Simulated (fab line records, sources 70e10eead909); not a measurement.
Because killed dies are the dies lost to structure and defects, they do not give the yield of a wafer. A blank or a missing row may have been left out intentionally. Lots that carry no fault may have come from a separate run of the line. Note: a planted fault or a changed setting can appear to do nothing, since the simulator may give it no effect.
The same fault as seen by 2 desks || flow nand-harc || what lay behind the numbers comes last; until then each desk has only its own

## METROLOGY DESK
Means of the sampled wafers that have a number, per lot and without regard to the tool the lot ran on: this is what the gauges read. A lot is out of limits, marked OUT, if its mean lies more than 4 standard deviations from the usual mean; the brackets give that distance.
Columns: A = cd-nm at NHARC_A_SLIT_CD_MEAS_21, usual 289.7 nm
{"lot": "L136", "first seen here": "day 14 14:20", "A": 289.4}
{"lot": "L137", "first seen here": "day 14 16:28", "A": 290.4}
{"lot": "L142", "first seen here": "day 15 14:47", "A": 289.0}
{"lot": "L141", "first seen here": "day 15 14:58", "A": 289.9}
{"lot": "L143", "first seen here": "day 15 20:01", "A": 290.1}
{"lot": "L144", "first seen here": "day 16 18:48", "A": 290.3}
{"lot": "L148", "first seen here": "day 17 08:17", "A": 289.8}
{"lot": "L151", "first seen here": "day 18 12:44", "A": 289.5}
{"lot": "L152", "first seen here": "day 18 19:25", "A": 288.7}
{"lot": "L156", "first seen here": "day 19 13:20", "A": 289.8}
{"lot": "L157", "first seen here": "day 20 03:19", "A": 290.5}
{"lot": "L159", "first seen here": "day 20 09:59", "A": 289.4}
This desk found nothing out of limits on any of the 12 lots.

## THE TOOL OWNER'S DESK: ald-metal-02
The tool's own readings at NHARC_A_WL_FILL_ALD_19 (deposits TiN, target thk 2 nm, pulse time 3 s, ald cycles 100): means of the sampled wafers that have a number, for each lot that ran on this tool. A lot is out of limits, marked OUT, if its mean lies more than 4 standard deviations from the usual mean; the brackets give that distance.
Columns: A = heater-power-w at NHARC_A_WL_FILL_ALD_19, usual 1142 W; B = precursor-pulse-height-rel at NHARC_A_WL_FILL_ALD_19, usual 0.999
{"lot": "L141", "first seen here": "day 17 01:52", "A": 1153, "B": 0.975}
{"lot": "L144", "first seen here": "day 18 04:32", "A": 1191, "B": 1.002}
{"lot": "L151", "first seen here": "day 19 20:22", "A": 1100, "B": 0.999}
{"lot": "L152", "first seen here": "day 20 03:01", "A": 1140, "B": 0.993}
This desk found nothing out of limits on any of the 4 lots.

## ALL TOGETHER
Metrology desk: nothing out of limits seen.
The desk of the tool owner found nothing out of limits.

## WHAT HAD BEEN PUT IN BY THE SIMULATOR
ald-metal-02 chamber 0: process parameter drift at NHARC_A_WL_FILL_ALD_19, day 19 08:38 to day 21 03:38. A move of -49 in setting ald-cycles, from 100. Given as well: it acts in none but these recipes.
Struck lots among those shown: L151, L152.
